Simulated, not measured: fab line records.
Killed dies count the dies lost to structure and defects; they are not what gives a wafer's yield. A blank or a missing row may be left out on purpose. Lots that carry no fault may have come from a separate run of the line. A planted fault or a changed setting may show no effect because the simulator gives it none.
Struck lot and sound lot, side by side || flow n5 finfet || 39 steps out of a route of 1938
Sound: the wafers L559.3, L559.4, L559.5. Wafers L545.3, L545.5, L545.6 were the ones struck. Last of all comes the cause.
Order at every step that has rows: each side's tool, ch and its chambers, its first start. Under that, the readings that differ: sound wafers || struck wafers || difference of the means || sigmas: that difference in standard deviations of wafers without a fault.
alike: same words and numbers on both sides, and readings whose means sit less than 2 such deviations apart. not compared: any withheld reading, any reading some wafer has no value for, any bound like >300 that may hide the same value, and any number with overlapping values for which the record gives no deviation.
The two part at a step that has a row with sigmas, a row that says differs or no value, or rows on one side only. Non-overlapping numbers with no deviation appear without sigmas and do not part them. A reading that every wafer of one side lacks parts them only if that side has two wafers or more.

first, 11 steps without rows for these wafers: N5_FIN_CUT_STRIP_24 (strips in CF4); N5_FIN_CUT_CUT_ETCH_26 (etches SiNx in CH3F/O2, target depth 39 nm, time 55.7 s); N5_FIN_CUT_CUT_ETCH_27 (etches SiO2 in CHF3/O2, target depth 4 nm, overetch 2 nm, time 4.9 s); N5_FIN_CUT_PRECLEAN_35 (cleans in vHF, time 13.3 s); N5_FIN_CUT_CUT_ETCH_15 (etches Si in HBr/Cl2/O2, target depth 100 nm, bt time 10 s, time 42.4 s); N5_FIN_CUT_CUT_ETCH_28 (etches Si in HBr/Cl2/O2, target depth 6 nm, time 2.4 s); N5_FIN_CUT_STRIP_22 (strips in N2/H2); N5_FIN_CUT_PRECLEAN_36 (cleans in O3/DIW, time 60 s); N5_FIN_CUT_SRD_32 (time 30 s); N5_FIN_CUT_UV_OZONE_34 (time 120 s); N5_STI_FIN_REVEAL_ALD_00 (deposits SiO2, target thk 1 nm, pulse time 1 s).
N5_STI_FIN_REVEAL_ALD_14: deposits Si3N4, target thk 3 nm.
  sound on ald sin-03 ch 0,1,2, day 7 05:48; struck on ald sin-03 ch 0,1, day 3 17:45
  no value came back on the struck wafers for chamber pressure Torr (Torr), heater power outer w (W), heater power w (W), susceptor temp C (C); on the sound wafers chamber pressure Torr (Torr) reads 2.001 1.999 2.001
then, 25 steps without rows for these wafers: N5_STI_FIN_REVEAL_FCVD_FILL_01 (material SiO2 flowable, target thk 312 nm, time 512.2 s); N5_STI_FIN_REVEAL_DENSIFY_02 (time 1800 s); N5_STI_FIN_REVEAL_CMP_04 (polishes, stops on Si3N4, t overpolish 4 s, target thk 131.83 nm); N5_STI_FIN_REVEAL_DENSIFY_30; N5_STI_FIN_REVEAL_ETCHBACK_08 (etches SiO2 in C4F6/O2, target depth 30.5 nm, time 10.167 s); N5_STI_FIN_REVEAL_STRIP_24 (strips in N2/H2, time 90 s); N5_STI_FIN_REVEAL_PRECLEAN_25 (cleans in SPM, time 90 s); N5_STI_FIN_REVEAL_PRECLEAN_26 (cleans in SC1, time 45 s); N5_STI_FIN_REVEAL_PRECLEAN_29 (cleans in DHF, time 30 s); N5_STI_FIN_REVEAL_SRD_12 (time 30 s); N5_STI_FIN_REVEAL_RECESS_09 (chemistry HF/NH3, target SiO2, afs cycles 11, target depth 42.5 nm, sublimation time 60 s); N5_STI_FIN_REVEAL_STRIP_16 (strips SiNx in H3PO4, target depth 23.8 nm); N5_STI_FIN_REVEAL_PRECLEAN_17 (cleans in NF3:NH3, afs cycles 1, time 20 s, sublimation time 60 s); N5_STI_FIN_REVEAL_ETCH_34 (etches Si in H2, material Si, target depth 0.97 nm); N5_STI_FIN_REVEAL_OXIDATION_31 (chemistry O2 PLASMA REMOTE, time 20 s); N5_STI_FIN_REVEAL_PRECLEAN_32 (cleans in NF3:NH3, afs cycles 1, time 20 s, sublimation time 60 s); N5_STI_FIN_REVEAL_STRIP_35 (strips Si3N4 in H3PO4, target depth 4 nm, time 39 s); N5_STI_FIN_REVEAL_SRD_21 (time 30 s); N5_STI_FIN_REVEAL_OXIDATION_33 (chemistry O2 PLASMA REMOTE, time 20 s); N5_STI_FIN_REVEAL_CLEAN_19 (cleans in O3/DIW, time 120 s); N5_STI_FIN_REVEAL_SRD_23 (time 30 s); N5_STI_FIN_REVEAL_PRECLEAN_18 (cleans in SC2, time 45 s); N5_STI_FIN_REVEAL_SRD_28 (time 30 s); N5_DUMMY_GATE_PRECLEAN_00 (cleans in O3/DIW, time 60 s); N5_DUMMY_GATE_SRD_01 (time 30 s).
N5_BEOL_M4_RC_MEAS_101:
  the record has rows for the sound wafers here (prober-01 ch 0, day 13 21:31) and none for the struck ones
N5_PASSIVATION_PROBE_49:
  the record holds rows for the sound wafers here (prober-01, day 18 09:46) but none for the struck ones

== WHERE THEY PART ==
At N5_STI_FIN_REVEAL_ALD_14 first; at N5_PASSIVATION_PROBE_49 last (within this record only).

WHY: whatever the simulator had introduced
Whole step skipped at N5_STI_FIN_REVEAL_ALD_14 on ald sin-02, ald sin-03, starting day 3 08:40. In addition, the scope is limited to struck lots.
